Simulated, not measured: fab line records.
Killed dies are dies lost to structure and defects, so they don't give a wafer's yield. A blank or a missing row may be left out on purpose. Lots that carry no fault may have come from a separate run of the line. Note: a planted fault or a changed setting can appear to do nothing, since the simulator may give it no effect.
Matching of chambers / flow nand harc / NHARC_A_WL_FILL_ALD_02 on ald metal-02 has 4 sister chambers
The step deposits TiN, target thk 2 nm, pulse time 3 s, ald cycles 100. 22 wafers are shown with their chamber, then 11 later ones without.

WAFERS PAIRED WITH THEIR CHAMBERS
wafer=L076.2; chamber=0; heater power w (W)=1088; precursor pulse height rel=0.996
wafer=L076.5; chamber=3; heater power w (W)=859; precursor pulse height rel=1.020
wafer=L076.6; chamber=0; heater power w (W)=1058; precursor pulse height rel=0.983
wafer=L075.1; chamber=1; heater power w (W)=1038; precursor pulse height rel=1.005
wafer=L075.4; chamber=2; heater power w (W)=1104; precursor pulse height rel=1.006
wafer=L075.6; chamber=3; heater power w (W)=850; precursor pulse height rel=0.997
wafer=L080.1; chamber=1; heater power w (W)=1025; precursor pulse height rel=0.999
wafer=L080.3; chamber=3; heater power w (W)=861; precursor pulse height rel=1.016
wafer=L080.5; chamber=0; heater power w (W)=1049; precursor pulse height rel=1.016
wafer=L082.2; chamber=0; heater power w (W)=1080; precursor pulse height rel=0.984
wafer=L082.3; chamber=3; heater power w (W)=884; precursor pulse height rel=0.994
wafer=L082.5; chamber=2; heater power w (W)=1095; precursor pulse height rel=0.975
wafer=L083.1; chamber=0; heater power w (W)=1087; precursor pulse height rel=0.979
wafer=L083.5; chamber=0; heater power w (W)=1078; precursor pulse height rel=1.030
wafer=L083.6; chamber=3; heater power w (W)=857; precursor pulse height rel=1.016
wafer=L088.1; chamber=1; heater power w (W)=1033; precursor pulse height rel=1.022
wafer=L088.5; chamber=1; heater power w (W)=1044; precursor pulse height rel=1.021
wafer=L088.6; chamber=2; heater power w (W)=1132; precursor pulse height rel=1.005
wafer=L087.1; chamber=2; heater power w (W)=1092; precursor pulse height rel=1.011
wafer=L087.2; chamber=0; heater power w (W)=1066; precursor pulse height rel=0.970
wafer=L087.3; chamber=3; heater power w (W)=864; precursor pulse height rel=0.988
wafer=L087.4; chamber=1; heater power w (W)=1038; precursor pulse height rel=1.007

SIGNATURES (means of the wafers above)
reading=heater power w; chamber 0=1072.29; chamber 1=1035.60; chamber 2=1105.75; chamber 3=862.50; scatter within a chamber=13.3
reading=precursor pulse height rel; chamber 0=0.99400; chamber 1=1.01080; chamber 2=0.99925; chamber 3=1.00517; scatter within a chamber=0.0166
Rule: distance of a wafer from a chamber = root of the sum over the readings of ((wafer's reading minus chamber's mean) / reading's scatter) squared. The wafer belongs to the nearest chamber; if the next one is less than 2 further off, it can't be placed. The scatter: take each reading less its chamber's mean, square it, sum over the shown wafers, divide by the number of wafers less the number of chambers, and take the root.

WAFERS MISSING THEIR CHAMBER
wafer=L087.5; heater power w (W)=869; precursor pulse height rel=0.976
wafer=L087.6; heater power w (W)=1122; precursor pulse height rel=1.009
wafer=L091.1; heater power w (W)=866; precursor pulse height rel=1.000
wafer=L091.3; heater power w (W)=1055; precursor pulse height rel=1.010
wafer=L091.4; heater power w (W)=1092; precursor pulse height rel=1.030
wafer=L095.2; heater power w (W)=880; precursor pulse height rel=1.020
wafer=L095.3; heater power w (W)=1096; precursor pulse height rel=0.972
wafer=L095.5; heater power w (W)=874; precursor pulse height rel=0.968
wafer=L097.2; heater power w (W)=1024; precursor pulse height rel=0.995
wafer=L097.3; heater power w (W)=1135; precursor pulse height rel=0.997
wafer=L097.6; heater power w (W)=1061; precursor pulse height rel=0.971

THE CHAMBER EACH PASSED THROUGH
wafer=L087.5; from the rows above=3; in truth=3
wafer=L087.6; from the rows above=2; in truth=2
wafer=L091.1; from the rows above=3; in truth=3
wafer=L091.3; from the rows above=can't be placed: 1 or 0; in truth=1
wafer=L091.4; from the rows above=can't be placed: 2 or 0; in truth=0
wafer=L095.2; from the rows above=3; in truth=3
wafer=L095.3; from the rows above=can't be placed: 2 or 0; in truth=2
wafer=L095.5; from the rows above=3; in truth=3
wafer=L097.2; from the rows above=1; in truth=1
wafer=L097.3; from the rows above=2; in truth=2
wafer=L097.6; from the rows above=can't be placed: 0 or 1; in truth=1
Placed correctly: 7 of 11. Unplaceable from these rows: 4, with the true chamber sitting among the candidates in 4. Number placed wrongly: 0.
